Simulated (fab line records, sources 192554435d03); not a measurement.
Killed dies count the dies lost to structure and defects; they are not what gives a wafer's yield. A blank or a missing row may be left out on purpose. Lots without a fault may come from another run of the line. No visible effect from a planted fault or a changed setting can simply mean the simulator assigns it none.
Which tool is to blame? || flow n5-finfet || 11 lots with 33 wafers sampled at 2 steps, on a route of 1938 steps

WHAT EACH GAUGE READ, for each wafer
N5_BEOL_M8_CD_MEAS_35: the cd target is 40 nm. Usual: cd-nm at 39.8 nm, with a standard deviation of 0.46.
{"lot": "L810", "measured": "day 10 21:46", "on": "cd-sem-02", "cd-nm (nm)": "40.1 39.7 40.7", "flag": ""}
{"lot": "L814", "measured": "day 11 22:16", "on": "cd-sem-02", "cd-nm (nm)": "40.6 40.3 40.0", "flag": ""}
{"lot": "L816", "measured": "day 12 10:49", "on": "cd-sem-03", "cd-nm (nm)": "39.6 39.2 39.8", "flag": ""}
{"lot": "L817", "measured": "day 12 22:12", "on": "cd-sem-01", "cd-nm (nm)": "39.6 39.6 39.5", "flag": ""}
{"lot": "L819", "measured": "day 13 08:10", "on": "cd-sem-03", "cd-nm (nm)": "39.9 39.7 39.9", "flag": ""}
{"lot": "L821", "measured": "day 13 08:26", "on": "cd-sem-03", "cd-nm (nm)": "39.3 38.6 39.0", "flag": ""}
{"lot": "L820", "measured": "day 13 20:22", "on": "cd-sem-01", "cd-nm (nm)": "39.4 39.8 39.7", "flag": ""}
{"lot": "L825", "measured": "day 14 17:23", "on": "cd-sem-01", "cd-nm (nm)": "39.3 39.9 39.8", "flag": ""}
{"lot": "L827", "measured": "day 15 04:40", "on": "cd-sem-03", "cd-nm (nm)": "40.3 40.2 39.7", "flag": ""}
{"lot": "L829", "measured": "day 15 10:19", "on": "cd-sem-02", "cd-nm (nm)": "40.1 40.0 39.6", "flag": ""}
{"lot": "L830", "measured": "day 15 17:23", "on": "cd-sem-03", "cd-nm (nm)": "39.5 40.5 40.2", "flag": ""}

EACH LOT AND THE TOOL THAT RAN IT (in order: tool; ch and the chambers of the sampled wafers; start)
{"lot": "L810", "N5_BEOL_M8_ETCH_41": "rie-diel-02 ch 1,3, day 10 21:46 or earlier"}
{"lot": "L814", "N5_BEOL_M8_ETCH_41": "rie-diel-03 ch 0,1,3, day 11 22:16 or earlier"}
{"lot": "L816", "N5_BEOL_M8_ETCH_41": "rie-diel-03 ch 0,2,3, day 12 10:49 or earlier"}
{"lot": "L817", "N5_BEOL_M8_ETCH_41": "rie-diel-03 ch 0,1,2, day 12 22:12 or earlier"}
{"lot": "L819", "N5_BEOL_M8_ETCH_41": "rie-diel-03 ch 0,3, day 13 08:10 or earlier"}
{"lot": "L821", "N5_BEOL_M8_ETCH_41": "rie-diel-02 ch 0,1,2, day 13 08:26 or earlier"}
{"lot": "L820", "N5_BEOL_M8_ETCH_41": "rie-diel-03 ch 2,3, day 13 20:22 or earlier"}
{"lot": "L825", "N5_BEOL_M8_ETCH_41": "rie-diel-02 ch 0,1,2, day 14 17:23 or earlier"}
{"lot": "L827", "N5_BEOL_M8_ETCH_41": "rie-diel-03 ch 0,1,3, day 15 04:40 or earlier"}
{"lot": "L829", "N5_BEOL_M8_ETCH_41": "rie-diel-05 ch 1,2, day 15 10:19 or earlier"}
{"lot": "L830", "N5_BEOL_M8_ETCH_41": "rie-diel-03 ch 2,3, day 15 17:23 or earlier"}
- N5_BEOL_M8_ETCH_41: etches SiCN in CH3F/O2, target depth 31.9 nm, time 57.8 s.

AS READ BY THE TOOLS THEMSELVES (means over the sampled wafers that have a number; for cases with no such wafer, the mark the record gives instead)
N5_BEOL_M8_ETCH_41. Usual: drypump-motor-current-A 5.9 A, standard deviation 0.48; oes-product-au 0.79 a.u., standard deviation 0.074; rf-vpp-V 298.3 V, standard deviation 1.5; showerhead-plenum-p-Torr 2.05 Torr, standard deviation 0.059; throttle-valve-pct 16.32 %, standard deviation 0.22.
{"lot": "L810", "tool": "rie-diel-02", "drypump-motor-current-A (A)": 5.5, "oes-product-au (a.u.)": 0.82, "rf-vpp-V (V)": 298.7, "showerhead-plenum-p-Torr (Torr)": 2.05, "throttle-valve-pct (%)": 16.38, "flag": ""}
{"lot": "L814", "tool": "rie-diel-03", "drypump-motor-current-A (A)": 6.4, "oes-product-au (a.u.)": 0.77, "rf-vpp-V (V)": 298.7, "showerhead-plenum-p-Torr (Torr)": 2.03, "throttle-valve-pct (%)": 16.19, "flag": ""}
{"lot": "L816", "tool": "rie-diel-03", "drypump-motor-current-A (A)": 6.1, "oes-product-au (a.u.)": 0.80, "rf-vpp-V (V)": 297.8, "showerhead-plenum-p-Torr (Torr)": 2.05, "throttle-valve-pct (%)": 16.30, "flag": ""}
{"lot": "L817", "tool": "rie-diel-03", "drypump-motor-current-A (A)": 6.3, "oes-product-au (a.u.)": 0.79, "rf-vpp-V (V)": 298.8, "showerhead-plenum-p-Torr (Torr)": 2.07, "throttle-valve-pct (%)": 16.22, "flag": ""}
{"lot": "L819", "tool": "rie-diel-03", "drypump-motor-current-A (A)": 6.3, "oes-product-au (a.u.)": 0.81, "rf-vpp-V (V)": 297.9, "showerhead-plenum-p-Torr (Torr)": 2.01, "throttle-valve-pct (%)": 16.19, "flag": ""}
{"lot": "L821", "tool": "rie-diel-02", "drypump-motor-current-A (A)": 5.7, "oes-product-au (a.u.)": 0.80, "rf-vpp-V (V)": 298.7, "showerhead-plenum-p-Torr (Torr)": 2.05, "throttle-valve-pct (%)": 16.32, "flag": ""}
{"lot": "L820", "tool": "rie-diel-03", "drypump-motor-current-A (A)": 6.0, "oes-product-au (a.u.)": 0.75, "rf-vpp-V (V)": 297.7, "showerhead-plenum-p-Torr (Torr)": 2.02, "throttle-valve-pct (%)": 16.47, "flag": ""}
{"lot": "L825", "tool": "rie-diel-02", "drypump-motor-current-A (A)": 5.8, "oes-product-au (a.u.)": 0.79, "rf-vpp-V (V)": 298.7, "showerhead-plenum-p-Torr (Torr)": 2.04, "throttle-valve-pct (%)": 16.33, "flag": ""}
{"lot": "L827", "tool": "rie-diel-03", "drypump-motor-current-A (A)": 6.4, "oes-product-au (a.u.)": 0.75, "rf-vpp-V (V)": 297.2, "showerhead-plenum-p-Torr (Torr)": 2.02, "throttle-valve-pct (%)": 16.24, "flag": ""}
{"lot": "L829", "tool": "rie-diel-05", "drypump-motor-current-A (A)": 5.6, "oes-product-au (a.u.)": 0.85, "rf-vpp-V (V)": 297.2, "showerhead-plenum-p-Torr (Torr)": 2.01, "throttle-valve-pct (%)": 15.96, "flag": ""}
{"lot": "L830", "tool": "rie-diel-03", "drypump-motor-current-A (A)": 5.9, "oes-product-au (a.u.)": 0.76, "rf-vpp-V (V)": 298.4, "showerhead-plenum-p-Torr (Torr)": 2.06, "throttle-valve-pct (%)": 16.52, "flag": ""}

THE ANSWER, worked out from the rows above alone
Rule: a lot is off if the mean of its wafers that have a number lies more than 3 standard deviations from the usual mean. Also off: a lot with no number at a reading for which 4 or more lots have one. All remaining lots with rows at the step are treated as sound. After the gauges, taken in route order, come the tools' own readings; for these a lot's mean is taken, as printed above. At the first step where some lot is off, the reading lying furthest off is the one used; lots without a number count as furthest.
No lot is off on any of the readings shown, so nothing can be concluded from this.

WHAT THE SIMULATOR HAD PUT IN
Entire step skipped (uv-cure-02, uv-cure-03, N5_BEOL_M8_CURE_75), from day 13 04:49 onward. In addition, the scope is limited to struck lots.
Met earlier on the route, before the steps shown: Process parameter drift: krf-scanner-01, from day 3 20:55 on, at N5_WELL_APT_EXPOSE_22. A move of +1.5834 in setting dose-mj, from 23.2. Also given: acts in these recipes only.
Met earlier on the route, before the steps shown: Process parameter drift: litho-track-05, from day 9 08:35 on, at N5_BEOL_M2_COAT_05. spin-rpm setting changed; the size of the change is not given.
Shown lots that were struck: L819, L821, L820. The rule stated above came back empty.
